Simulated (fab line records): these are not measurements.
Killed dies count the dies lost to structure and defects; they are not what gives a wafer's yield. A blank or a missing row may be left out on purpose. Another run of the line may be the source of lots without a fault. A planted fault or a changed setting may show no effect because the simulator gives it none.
Which tool is to blame? -- flow n5_finfet -- 19 lots with 57 wafers sampled at 6 steps, on a route of 1938 steps

## WHAT THE GAUGES READ, wafer by wafer
The record lacks any reading of a measuring or inspecting step that a usual standard deviation could be used to judge.

## WHICH TOOL RAN EACH LOT (tool, then ch and the chambers of the sampled wafers, then the start)
lot,N5_SD_EPI_N_ETCH_45,N5_SD_EPI_N_ETCH_16,N5_SD_EPI_P_ETCH_16,N5_SDB_STRIP_21,N5_HKMG_FIN_HK_ANNEAL_02,N5_HKMG_FIN_ETCH_54
L075,"rie_diel-03 ch 0,1,2, day 3 12:46","rie_diel-03 ch 0,1,2, day 3 12:52","rie_diel-05 ch 0,2,3, day 3 17:13","rie_diel-01 ch 0,1,2, day 4 05:42","rtp_anneal-02 ch 0, day 4 10:35","rie_diel-03 ch 0,2,3, day 4 11:17"
L076,"rie_diel-01 ch 0,2,3, day 3 13:56","rie_diel-01 ch 0,2,3, day 3 14:02","rie_diel-06 ch 0,1,3, day 3 18:46","rie_diel-04 ch 0,3, day 4 06:16","rtp_anneal-01 ch 0, day 4 11:20","rie_diel-03 ch 1,2,3, day 4 12:06"
L077,"rie_diel-04 ch 1,2,3, day 3 22:36","rie_diel-04 ch 1,2,3, day 3 22:42","rie_diel-02 ch 1,3, day 4 04:32","rie_diel-04 ch 1,3, day 4 16:20","rtp_anneal-01 ch 0, day 4 21:08","rie_diel-04 ch 0,1,3, day 4 21:59"
L078,"rie_diel-04 ch 0,2,3, day 4 01:47","rie_diel-04 ch 0,2,3, day 4 01:53","rie_diel-05 ch 2,3, day 4 07:04","rie_diel-01 ch 0,3, day 4 18:10","rtp_anneal-01 ch 0, day 4 22:57","rie_diel-04 ch 1,2,3, day 4 23:41"
L079,"rie_diel-01 ch 0,1,2, day 4 07:34","rie_diel-01 ch 0,1,2, day 4 07:40","rie_diel-06 ch 0,2, day 4 12:05","rie_diel-03 ch 0,2, day 4 22:59","rtp_anneal-02 ch 0, day 5 04:04","rie_diel-01 ch 2,3, day 5 04:50"
L080,"rie_diel-01 ch 0,1,2, day 4 17:48","rie_diel-01 ch 0,1,2, day 4 17:54","rie_diel-05 ch 0,1,3, day 4 22:57","rie_diel-03 ch 0,2,3, day 5 10:59","rtp_anneal-01 ch 0, day 5 15:28","rie_diel-03 ch 0,1,2, day 5 16:25"
L081,"rie_diel-01 ch 0,2, day 4 19:20","rie_diel-01 ch 0,2, day 4 19:26","rie_diel-05 ch 0,2,3, day 5 00:00","rie_diel-04 ch 0,2,3, day 5 11:19","rtp_anneal-01 ch 0, day 5 16:19","rie_diel-01 ch 1,3, day 5 17:02"
L082,"rie_diel-04 ch 1,2,3, day 5 03:47","rie_diel-04 ch 1,2,3, day 5 03:53","rie_diel-06 ch 1,3, day 5 09:23","rie_diel-01 ch 0,2,3, day 5 21:14","rtp_anneal-02 ch 0, day 6 01:42","rie_diel-04 ch 1,3, day 6 02:35"
L083,"rie_diel-04 ch 0,2, day 5 07:22","rie_diel-04 ch 0,2, day 5 07:28","rie_diel-02 ch 0,1,2, day 5 11:46","rie_diel-04 ch 0,1, day 5 23:26","rtp_anneal-02 ch 0, day 6 03:58","rie_diel-03 ch 0,1,3, day 6 04:52"
L085,"rie_diel-01 ch 0,1,3, day 5 21:58","rie_diel-01 ch 0,1,3, day 5 22:04","rie_diel-05 ch 1,2,3, day 6 03:07","rie_diel-03 ch 0,3, day 6 15:07","rtp_anneal-01 ch 0, day 6 20:06","rie_diel-04 ch 0,1,3, day 6 21:23"
L086,"rie_diel-04 ch 0,1,2, day 6 03:51","rie_diel-04 ch 0,1,2, day 6 03:57","rie_diel-05 ch 1,2, day 6 09:08","rie_diel-03 ch 0,2,3, day 6 21:44","rtp_anneal-01 ch 0, day 7 02:16","rie_diel-03 ch 0,2, day 7 03:01"
L087,"rie_diel-01 ch 0,1,3, day 6 07:58","rie_diel-01 ch 0,1,3, day 6 08:04","rie_diel-02 ch 0,3, day 6 13:13","rie_diel-01 ch 0,1,3, day 7 01:27","rtp_anneal-02 ch 0, day 7 07:28","rie_diel-01 ch 0,1,3, day 7 08:23"
L089,"rie_diel-01 ch 0,1, day 6 20:20","rie_diel-01 ch 0,1, day 6 20:26","rie_diel-06 ch 1,2, day 7 01:29","rie_diel-01 ch 0,1,3, day 7 14:16","rtp_anneal-02 ch 0, day 7 18:45","rie_diel-01 ch 0,3, day 7 19:56"
L090,"rie_diel-01 ch 0,1,3, day 7 00:32","rie_diel-01 ch 0,1,3, day 7 00:37","rie_diel-06 ch 0,1, day 7 06:11","rie_diel-01 ch 2,3, day 7 17:19","rtp_anneal-01 ch 0, day 7 22:07","rie_diel-04 ch 0,2,3, day 7 23:27"
L091,"rie_diel-04 ch 0,2,3, day 7 07:02","rie_diel-04 ch 0,2,3, day 7 07:08","rie_diel-05 ch 0,1,3, day 7 11:35","rie_diel-04 ch 2,3, day 7 22:53","rtp_anneal-01 ch 0, day 8 03:53","rie_diel-04 ch 0,1, day 8 04:46"
L092,"rie_diel-04 ch 0,1,2, day 7 12:46","rie_diel-04 ch 0,1,2, day 7 12:52","rie_diel-02 ch 1,3, day 7 17:58","rie_diel-01 ch 1,2, day 8 05:05","rtp_anneal-02 ch 0, day 8 10:16","rie_diel-03 ch 1,2,3, day 8 11:08"
L093,"rie_diel-01 ch 2,3, day 7 19:14","rie_diel-01 ch 2,3, day 7 19:20","rie_diel-02 ch 0,1, day 8 00:31","rie_diel-03 ch 2,3, day 8 13:46","rtp_anneal-01 ch 0, day 8 18:17","rie_diel-03 ch 0,3, day 8 19:10"
L096,"rie_diel-01 ch 1,2, day 8 13:23","rie_diel-01 ch 1,2, day 8 13:29","rie_diel-06 ch 0,1,3, day 8 17:56","rie_diel-03 ch 0,1, day 9 06:19","rtp_anneal-01 ch 0, day 9 11:38","rie_diel-03 ch 0,3, day 9 13:19"
L097,"rie_diel-01 ch 1,2,3, day 8 20:14","rie_diel-01 ch 1,2,3, day 8 20:20","rie_diel-06 ch 1,2,3, day 9 01:01","rie_diel-03 ch 0,2,3, day 9 12:20","rtp_anneal-02 ch 0, day 9 17:25","rie_diel-03 ch 1,2,3, day 9 18:52"
- N5_SD_EPI_N_ETCH_45: etches SiOCN in CH3F/O2, target depth 6 nm.
- N5_SD_EPI_N_ETCH_16: etches SiO2 in CHF3/O2, target depth 5 nm.
- N5_SD_EPI_P_ETCH_16: etches SiO2 in CHF3/O2, target depth 5 nm.
- N5_SDB_STRIP_21: strips in CF4.
- N5_HKMG_FIN_HK_ANNEAL_02: time 30 s.
- N5_HKMG_FIN_ETCH_54: etches SiARC in CF4, target depth 45.5 nm, time 75.8 s.

## AS READ BY THE TOOLS THEMSELVES (means over the sampled wafers that have a number; for cases with no such wafer, the mark the record gives instead)
N5_SD_EPI_N_ETCH_45. Usual: drypump_motor_current_A 5.6 A, standard deviation 0.47; oes_product_au 0.81 a.u., standard deviation 0.091; rf_vpp_V 127.5 V, standard deviation 1.1; showerhead_plenum_p_Torr 2.01 Torr, standard deviation 0.094; throttle_valve_pct 23.36 %, standard deviation 0.15.
lot,tool,drypump_motor_current_A (A),oes_product_au (a.u.),rf_vpp_V (V),showerhead_plenum_p_Torr (Torr),throttle_valve_pct (%),flag
L075,rie_diel-03,5.8,0.86,127.7,2.05,23.24,
L076,rie_diel-01,5.8,0.79,127.5,2.01,23.41,
L077,rie_diel-04,5.3,0.78,127.6,2.00,23.40,
L078,rie_diel-04,5.2,0.87,127.9,2.07,23.34,
L079,rie_diel-01,5.7,0.77,126.1,1.95,23.42,
L080,rie_diel-01,5.7,0.77,127.1,1.95,23.43,
L081,rie_diel-01,5.5,0.76,127.1,1.95,23.58,
L082,rie_diel-04,5.3,0.85,127.5,2.00,23.28,
L083,rie_diel-04,5.4,0.91,128.1,2.14,23.34,
L085,rie_diel-01,6.0,0.78,127.1,2.01,23.30,
L086,rie_diel-04,5.5,0.90,128.4,2.07,23.29,
L087,rie_diel-01,6.0,0.79,126.7,2.01,23.31,
L089,rie_diel-01,6.0,0.76,126.9,1.96,23.31,
L090,rie_diel-01,6.0,0.77,127.2,2.01,23.32,
L091,rie_diel-04,5.2,0.82,127.6,2.06,23.37,
L092,rie_diel-04,5.5,0.88,127.6,2.07,23.31,
L093,rie_diel-01,5.3,0.91,127.9,2.11,23.39,
L096,rie_diel-01,5.5,0.80,126.5,1.98,23.37,
L097,rie_diel-01,5.5,0.80,127.9,2.03,23.37,

N5_SD_EPI_N_ETCH_16. Usual: drypump_motor_current_A 5.6 A, standard deviation 0.47; oes_f_703_au 0.81 a.u., standard deviation 0.087; oes_product_au 0.81 a.u., standard deviation 0.092; rf_vpp_V 527 V, standard deviation 16; showerhead_plenum_p_Torr 2.43 Torr, standard deviation 0.11; throttle_valve_pct 18.88 %, standard deviation 0.16.
lot,tool,drypump_motor_current_A (A),oes_f_703_au (a.u.),oes_product_au (a.u.),rf_vpp_V (V),showerhead_plenum_p_Torr (Torr),throttle_valve_pct (%),flag
L075,rie_diel-03,5.8,0.84,0.85,532,2.47,18.82,
L076,rie_diel-01,5.7,0.79,0.79,534,2.43,18.94,
L077,rie_diel-04,5.3,0.78,0.77,519,2.42,18.95,
L078,rie_diel-04,5.2,0.86,0.87,525,2.49,18.85,
L079,rie_diel-01,5.8,0.78,0.77,519,2.36,18.92,
L080,rie_diel-01,5.8,0.79,0.77,520,2.36,18.92,
L081,rie_diel-01,5.5,0.76,0.76,517,2.35,19.08,
L082,rie_diel-04,5.3,0.87,0.86,520,2.42,18.83,
L083,rie_diel-04,5.4,0.88,0.90,529,2.57,18.84,
L085,rie_diel-01,6.0,0.79,0.79,534,2.43,18.81,
L086,rie_diel-04,5.5,0.89,0.91,523,2.50,18.81,
L087,rie_diel-01,6.0,0.78,0.78,535,2.43,18.81,
L089,rie_diel-01,6.0,0.78,0.76,520,2.36,18.80,
L090,rie_diel-01,6.0,0.77,0.77,534,2.42,18.82,
L091,rie_diel-04,5.2,0.81,0.82,525,2.48,18.89,
L092,rie_diel-04,5.5,0.87,0.88,522,2.50,18.83,
L093,rie_diel-01,5.3,0.89,0.91,534,2.54,18.90,
L096,rie_diel-01,5.5,0.81,0.80,518,2.39,18.86,
L097,rie_diel-01,5.5,0.80,0.80,534,2.45,18.89,

N5_SD_EPI_P_ETCH_16. Usual: drypump_motor_current_A 5.5 A, standard deviation 0.43; oes_f_703_au 0.82 a.u., standard deviation 0.082; oes_product_au 0.81 a.u., standard deviation 0.084; rf_vpp_V 515 V, standard deviation 17; showerhead_plenum_p_Torr 2.43 Torr, standard deviation 0.084; throttle_valve_pct 18.79 %, standard deviation 0.15.
lot,tool,drypump_motor_current_A (A),oes_f_703_au (a.u.),oes_product_au (a.u.),rf_vpp_V (V),showerhead_plenum_p_Torr (Torr),throttle_valve_pct (%),flag
L075,rie_diel-05,5.4,0.89,0.90,532,2.48,18.67,
L076,rie_diel-06,5.4,0.75,0.73,507,2.37,18.80,
L077,rie_diel-02,5.6,0.79,0.77,504,2.46,18.78,
L078,rie_diel-05,5.2,0.89,0.90,535,2.48,18.66,
L079,rie_diel-06,5.5,0.75,0.74,524,2.49,18.83,
L080,rie_diel-05,5.7,0.91,0.91,525,2.46,18.77,
L081,rie_diel-05,5.4,0.88,0.88,533,2.48,18.68,
L082,rie_diel-06,5.1,0.75,0.74,495,2.34,18.84,
L083,rie_diel-02,5.6,0.77,0.77,513,2.38,18.83,
L085,rie_diel-05,5.4,0.89,0.89,526,2.49,18.77,
L086,rie_diel-05,5.3,0.88,0.88,528,2.52,18.76,
L087,rie_diel-02,5.2,0.76,0.76,530,2.46,18.94,
L089,rie_diel-06,5.2,0.83,0.78,506,2.48,18.80,
L090,rie_diel-06,5.3,0.87,0.86,518,2.43,18.74,
L091,rie_diel-05,5.7,0.88,0.86,524,2.45,18.80,
L092,rie_diel-02,5.8,0.78,0.77,499,2.39,18.74,
L093,rie_diel-02,5.3,0.76,0.76,526,2.39,18.87,
L096,rie_diel-06,5.4,0.81,0.80,508,2.36,18.75,
L097,rie_diel-06,5.3,0.79,0.76,500,2.38,18.78,

N5_SDB_STRIP_21. Usual: drypump_motor_current_A 5.7 A, standard deviation 0.46; oes_product_au 0.79 a.u., standard deviation 0.088; rf_vpp_V 271.7 V, standard deviation 1.8; showerhead_plenum_p_Torr 1.83 Torr, standard deviation 0.078; throttle_valve_pct 13.63 %, standard deviation 0.29.
lot,tool,drypump_motor_current_A (A),oes_product_au (a.u.),rf_vpp_V (V),showerhead_plenum_p_Torr (Torr),throttle_valve_pct (%),flag
L075,rie_diel-01,5.8,0.77,270.4,1.76,13.61,
L076,rie_diel-04,5.4,0.87,272.7,1.86,13.54,
L077,rie_diel-04,5.6,0.90,269.4,1.74,13.36,
L078,rie_diel-01,6.0,0.79,272.2,1.85,13.44,
L079,rie_diel-03,6.1,0.77,270.6,1.78,13.61,
L080,rie_diel-03,5.9,0.74,272.3,1.83,13.82,
L081,rie_diel-04,5.2,0.82,272.5,1.85,13.50,
L082,rie_diel-01,5.8,0.76,271.2,1.80,13.64,
L083,rie_diel-04,5.7,0.92,270.7,1.80,13.33,
L085,rie_diel-03,6.0,0.72,272.6,1.87,13.96,
L086,rie_diel-03,6.0,0.74,271.8,1.82,13.84,
L087,rie_diel-01,6.0,0.76,271.0,1.80,13.49,
L089,rie_diel-01,6.0,0.76,271.4,1.80,13.49,
L090,rie_diel-01,5.2,0.90,273.0,1.90,13.57,
L091,rie_diel-04,5.0,0.74,270.9,1.78,13.60,
L092,rie_diel-01,5.3,0.87,272.4,1.86,13.57,
L093,rie_diel-03,5.9,0.74,270.7,1.77,13.76,
L096,rie_diel-03,5.6,0.80,273.3,1.90,13.59,
L097,rie_diel-03,6.0,0.71,271.8,1.82,13.90,

N5_HKMG_FIN_HK_ANNEAL_02. Usual: lamp_power_pct 8.80 %, standard deviation 0.062; lamp_zone_7_pct 9.194 %, standard deviation 0.011; wafer_temp_C_max 702.9, standard deviation 0.72.
lot,tool,lamp_power_pct (%),lamp_zone_7_pct (%),wafer_temp_C_max,flag
L075,rtp_anneal-02,8.77,9.194,702.9,
L076,rtp_anneal-01,8.85,9.205,702.1,
L077,rtp_anneal-01,8.74,9.193,702.9,
L078,rtp_anneal-01,8.80,9.192,702.8,
L079,rtp_anneal-02,8.83,9.196,702.6,
L080,rtp_anneal-01,8.84,9.203,702.6,
L081,rtp_anneal-01,8.83,9.203,703.4,
L082,rtp_anneal-02,8.78,9.193,702.8,
L083,rtp_anneal-02,8.77,9.192,703.2,
L085,rtp_anneal-01,8.86,9.197,703.5,
L086,rtp_anneal-01,8.79,9.188,703.0,
L087,rtp_anneal-02,8.80,9.193,702.5,
L089,rtp_anneal-02,8.83,9.201,702.7,
L090,rtp_anneal-01,8.83,9.190,702.5,
L091,rtp_anneal-01,8.82,9.189,702.6,
L092,rtp_anneal-02,8.82,9.182,702.8,
L093,rtp_anneal-01,8.77,9.186,702.7,
L096,rtp_anneal-01,8.72,9.182,703.0,
L097,rtp_anneal-02,8.84,9.206,703.0,

N5_HKMG_FIN_ETCH_54. Usual: drypump_motor_current_A 5.7 A, standard deviation 0.45; etch_rf_on_time_s 74.6 s, standard deviation 2.6; oes_product_au 0.69 a.u., standard deviation 0.079; rf_vpp_V 184.4 V, standard deviation 1.3; showerhead_plenum_p_Torr 2.18 Torr, standard deviation 0.093; throttle_valve_pct 15.64 %, standard deviation 0.26.
lot,tool,drypump_motor_current_A (A),etch_rf_on_time_s (s),oes_product_au (a.u.),rf_vpp_V (V),showerhead_plenum_p_Torr (Torr),throttle_valve_pct (%),flag
L075,rie_diel-03,6.0,76.3,0.65,185.6,2.18,15.81,
L076,rie_diel-03,5.6,73.7,0.71,184.9,2.20,15.66,
L077,rie_diel-04,5.5,74.7,0.76,184.1,2.15,15.54,
L078,rie_diel-04,5.3,72.7,0.74,184.1,2.14,15.46,
L079,rie_diel-01,5.5,76.2,0.63,185.5,2.16,15.75,
L080,rie_diel-03,5.8,73.6,0.71,184.4,2.19,15.60,
L081,rie_diel-01,5.8,76.7,0.63,183.2,2.11,15.57,
L082,rie_diel-04,5.6,75.0,0.74,182.8,2.08,15.48,
L083,rie_diel-03,5.7,74.7,0.67,185.5,2.25,15.79,
L085,rie_diel-04,5.5,75.3,0.72,184.7,2.15,15.58,
L086,rie_diel-03,6.2,76.5,0.64,184.7,2.17,15.76,
L087,rie_diel-01,6.0,75.6,0.65,183.6,2.15,15.53,
L089,rie_diel-01,6.0,75.8,0.65,184.8,2.20,15.55,
L090,rie_diel-04,5.2,72.5,0.70,184.4,2.20,15.60,
L091,rie_diel-04,5.6,76.7,0.74,183.9,2.21,15.55,
L092,rie_diel-03,5.6,73.7,0.68,184.5,2.19,15.73,
L093,rie_diel-03,5.8,78.2,0.59,185.3,2.22,16.09,
L096,rie_diel-03,5.8,77.9,0.58,185.1,2.22,16.11,
L097,rie_diel-03,5.6,73.0,0.66,184.0,2.18,15.76,

## THE ANSWER, worked out from the rows above alone
Rule: a lot counts as off when the mean over its wafers that have a number is more than 3 standard deviations away from the usual mean. A lot without any number at a reading at which 4 lots or more have one is off too. Where the step has rows for the other lots, those lots are counted as sound. The gauges are gone through in route order, then the tools' own readings, and for those a lot's mean is taken as printed above. At the first step where some lot is off, the reading lying furthest off is the one used; lots without a number count as furthest.
Nothing can be told from this: no lot is off at any reading shown.

## WHAT HAD BEEN PUT IN BY THE SIMULATOR
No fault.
